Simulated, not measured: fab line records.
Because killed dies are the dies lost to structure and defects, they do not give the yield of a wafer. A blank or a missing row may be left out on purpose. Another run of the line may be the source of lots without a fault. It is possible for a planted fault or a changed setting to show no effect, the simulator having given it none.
Matching of chambers + flow n5-finfet + N5_HKMG_FIN_ALD_21 on ald-metal-04: 4 sister chambers
The step deposits TiN, target thk 1.5 nm, pulse time 1 s, purge time 3 s. 8 wafers are shown with their chamber, then 7 later ones without.

== WAFERS WITH THEIR CHAMBER ==
| wafer  | chamber | heater-power-w (W) | susceptor-temp-C (C) |
|--------|---------|--------------------|----------------------|
| L075.4 | 1       | 938                | 400.11               |
| L078.6 | 1       | 961                | 400.21               |
| L080.3 | 2       | 863                | 399.82               |
| L080.5 | 0       | 814                | 400.26               |
| L082.4 | 2       | 872                | 399.86               |
| L082.6 | 3       | 899                | 399.74               |
| L089.1 | 3       | 898                | 400.12               |
| L089.3 | 0       | 809                | 399.77               |

== WAFERS WITHOUT THEIR CHAMBER ==
| wafer  | heater-power-w (W) | susceptor-temp-C (C) |
|--------|--------------------|----------------------|
| L089.4 | 867                | 400.09               |
| L093.3 | 949                | 399.82               |
| L093.4 | 929                | 399.83               |
| L093.5 | 806                | 400.45               |
| L094.1 | 934                | 399.99               |
| L094.4 | 911                | 399.86               |
| L094.6 | 822                | 399.95               |

== THE CHAMBER EACH PASSED THROUGH ==
| wafer  | from the rows above     | in truth                   |
|--------|-------------------------|----------------------------|
| L089.4 | 2                       | 2                          |
| L093.3 | 1                       | 1                          |
| L093.4 | can't be placed: 1 or 3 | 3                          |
| L093.5 | 0                       | 0                          |
| L094.1 | 1                       | 1                          |
| L094.4 | 3                       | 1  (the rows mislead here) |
| L094.6 | 0                       | 0                          |
Correctly placed: 5 of 7. These rows do not allow placing 1 (true chamber among the candidates in 1). Placed wrongly: 1.
How it was worked out, from the rows above alone: a wafer's distance from a chamber is the root of the sum, over the readings, of the square of ((its reading less the chamber's mean) divided by the reading's scatter). If the next closest chamber is less than 2 further off than the closest, the wafer can't be placed; otherwise it belongs to the closest. Each chamber's mean is taken over the wafers shown for it. The scatter: the root of (the sum of the squares of (reading less its chamber's mean) over the shown wafers, divided by (wafers less chambers)).
